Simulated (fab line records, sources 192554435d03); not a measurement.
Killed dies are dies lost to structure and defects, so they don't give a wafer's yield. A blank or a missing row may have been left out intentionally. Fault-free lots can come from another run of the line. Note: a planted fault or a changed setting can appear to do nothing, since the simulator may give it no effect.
Lot-split experiment || flow n5Finfet || 21 wafers read across 7 lots, on a route 1938 steps long

== ABOUT THE SPLIT ==
At N5_BEOL_M14_ILD_DEP_00 (deposits SiO2 from TEOS/O2, target thk 1119.3 nm, time 237.4 s), the setting timeS was moved away from the recipe's 237.4 s on 8 of the 21 wafers read, by -9.7% to +11.0%. The other wafers ran this setting at the recipe's value.

No step appears in the file between the split and the reading.

== THE READING ==
Values of M14_ILD_THK in nm from N5_BEOL_M14_THK_MEAS_01. Typical for fault-free wafers on this fab line: 1121 nm, with standard deviation 14 nm.

{"wafer": "L075.1", "tool, chamber at the split": "pecvd-04, 2", "timeS as run, s": 237.4, "against the recipe": "recipe", "M14_ILD_THK, nm": 1111, "against lot-mates on the recipe": "-"}
{"wafer": "L075.4", "tool, chamber at the split": "pecvd-04, 2", "timeS as run, s": 226.6, "against the recipe": "-4.5%", "M14_ILD_THK, nm": 1088, "against lot-mates on the recipe": -23}
{"wafer": "L075.5", "tool, chamber at the split": "pecvd-04, 1", "timeS as run, s": 226.6, "against the recipe": "-4.5%", "M14_ILD_THK, nm": 1084, "against lot-mates on the recipe": -27}
{"wafer": "L077.2", "tool, chamber at the split": "pecvd-02, 2", "timeS as run, s": 260.4, "against the recipe": "+9.7%", "M14_ILD_THK, nm": 1213, "against lot-mates on the recipe": "+90"}
{"wafer": "L077.3", "tool, chamber at the split": "pecvd-02, 0", "timeS as run, s": 237.4, "against the recipe": "recipe", "M14_ILD_THK, nm": 1116, "against lot-mates on the recipe": "-"}
{"wafer": "L077.5", "tool, chamber at the split": "pecvd-02, 0", "timeS as run, s": 237.4, "against the recipe": "recipe", "M14_ILD_THK, nm": 1131, "against lot-mates on the recipe": "-"}
{"wafer": "L078.2", "tool, chamber at the split": "pecvd-03, 0", "timeS as run, s": 237.4, "against the recipe": "recipe", "M14_ILD_THK, nm": 1122, "against lot-mates on the recipe": "-"}
{"wafer": "L078.4", "tool, chamber at the split": "pecvd-03, 1", "timeS as run, s": 237.4, "against the recipe": "recipe", "M14_ILD_THK, nm": 1135, "against lot-mates on the recipe": "-"}
{"wafer": "L078.5", "tool, chamber at the split": "pecvd-03, 2", "timeS as run, s": 237.4, "against the recipe": "recipe", "M14_ILD_THK, nm": 1132, "against lot-mates on the recipe": "-"}
{"wafer": "L083.2", "tool, chamber at the split": "pecvd-02, 0", "timeS as run, s": 237.4, "against the recipe": "recipe", "M14_ILD_THK, nm": 1107, "against lot-mates on the recipe": "-"}
{"wafer": "L083.4", "tool, chamber at the split": "pecvd-02, 0", "timeS as run, s": 261.8, "against the recipe": "+10.3%", "M14_ILD_THK, nm": 1243, "against lot-mates on the recipe": "+136"}
{"wafer": "L083.6", "tool, chamber at the split": "pecvd-02, 2", "timeS as run, s": 261.8, "against the recipe": "+10.3%", "M14_ILD_THK, nm": 1245, "against lot-mates on the recipe": "+138"}
{"wafer": "L088.1", "tool, chamber at the split": "pecvd-03, 2", "timeS as run, s": 237.4, "against the recipe": "recipe", "M14_ILD_THK, nm": 1106, "against lot-mates on the recipe": "-"}
{"wafer": "L088.4", "tool, chamber at the split": "pecvd-03, 0", "timeS as run, s": 237.4, "against the recipe": "recipe", "M14_ILD_THK, nm": 1143, "against lot-mates on the recipe": "-"}
{"wafer": "L088.5", "tool, chamber at the split": "pecvd-03, 2", "timeS as run, s": 237.4, "against the recipe": "recipe", "M14_ILD_THK, nm": 1122, "against lot-mates on the recipe": "-"}
{"wafer": "L090.3", "tool, chamber at the split": "pecvd-04, 0", "timeS as run, s": 237.4, "against the recipe": "recipe", "M14_ILD_THK, nm": 1124, "against lot-mates on the recipe": "-"}
{"wafer": "L090.5", "tool, chamber at the split": "pecvd-04, 1", "timeS as run, s": 263.5, "against the recipe": "+11.0%", "M14_ILD_THK, nm": 1263, "against lot-mates on the recipe": "+139"}
{"wafer": "L090.6", "tool, chamber at the split": "pecvd-04, 2", "timeS as run, s": 263.5, "against the recipe": "+11.0%", "M14_ILD_THK, nm": 1260, "against lot-mates on the recipe": "+136"}
{"wafer": "L092.1", "tool, chamber at the split": "pecvd-03, 2", "timeS as run, s": 214.4, "against the recipe": "-9.7%", "M14_ILD_THK, nm": 1022, "against lot-mates on the recipe": -114}
{"wafer": "L092.2", "tool, chamber at the split": "pecvd-03, 0", "timeS as run, s": 237.4, "against the recipe": "recipe", "M14_ILD_THK, nm": 1125, "against lot-mates on the recipe": "-"}
{"wafer": "L092.5", "tool, chamber at the split": "pecvd-03, 1", "timeS as run, s": 237.4, "against the recipe": "recipe", "M14_ILD_THK, nm": 1148, "against lot-mates on the recipe": "-"}

THE FIT
A straight line over all 21 wafers: M14_ILD_THK changes by +11.1 nm for each +1% of timeS; r = +0.98; the points scatter about the line by 13 nm.
The same after taking each lot's own level away (the mean of its wafers on the recipe; 21 wafers): +11.6 nm for each +1%; r = +0.98; scatter 14 nm.
Per that fit: largest timeS move, reading shift of 1.3e+02 nm.
Measured against the standard deviation above, the lots' own levels, which go from 1107.0 to 1136.5 nm, span 2.1 times it.
Hence the lot-to-lot level has little effect on the slope; both slopes agree.
Check: for one of the wafers moved furthest among these (+11.0%), held out of the fit, the line's prediction against its lot-mates is +130 nm. Against them it came out at +139 nm.

== FURTHER SPLITS ON THESE WAFERS ==
Other splits were also applied to these wafers ahead of the reading. Each is held against what the fit with the lots' levels taken away leaves over:
{"other split on the same wafers": "N5_BEOL_M10_EXPOSE_25 doseMj", "wafers away from the commonest value": 7, "r with M14_ILD_THK (lot level and that fit taken away)": -0.08}
{"other split on the same wafers": "N5_BEOL_M11_DESCUM_16 timeS", "wafers away from the commonest value": 5, "r with M14_ILD_THK (lot level and that fit taken away)": -0.23}
{"other split on the same wafers": "N5_BEOL_M12_COAT_65 spinRpm", "wafers away from the commonest value": 8, "r with M14_ILD_THK (lot level and that fit taken away)": "+0.55"}
{"other split on the same wafers": "N5_BEOL_M13_DEP_53 timeS", "wafers away from the commonest value": 6, "r with M14_ILD_THK (lot level and that fit taken away)": -0.26}

== THE WHOLE CHAIN: every reading that the file lists as answering this split, in the file's order ==
{"step": "N5_BEOL_M14_ILD_DEP_00", "what it does": "deposits SiO2 from TEOS/O2, target thk 1119.3 nm, time 237.4 s", "reading": "SiO2_of_BEOL_M14_ILD_DEP_00.thkNm (the simulator's own value, which no gauge read)", "change (the file's fit)": "+11.6 nm for each +1% of the setting", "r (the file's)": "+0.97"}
{"step": "N5_BEOL_M14_THK_MEAS_01", "what it does": "", "reading": "M14_ILD_THK", "change (the file's fit)": "+11.5 for each +1% of the setting", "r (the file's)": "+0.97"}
{"step": "N5_BEOL_M14_VIA_ETCH_16", "what it does": "etches SiO2 in C4F8/O2/Ar, target depth 1231.3 nm", "reading": "etch.depthNm (the simulator's own value, which no gauge read)", "change (the file's fit)": "+11.6 nm for each +1% of the setting", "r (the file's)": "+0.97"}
{"step": "N5_BEOL_M14_VIA_ETCH_16", "what it does": "etches SiO2 in C4F8/O2/Ar, target depth 1231.3 nm", "reading": "coat_of_BEOL_M14_COAT_04.thkNm (the simulator's own value, which no gauge read)", "change (the file's fit)": "-2.77 nm for each +1% of the setting", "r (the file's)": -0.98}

== THE FILE'S OWN FIT ==
M14_ILD_THK changes by +11.5 nm for each +1% of timeS, r = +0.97.
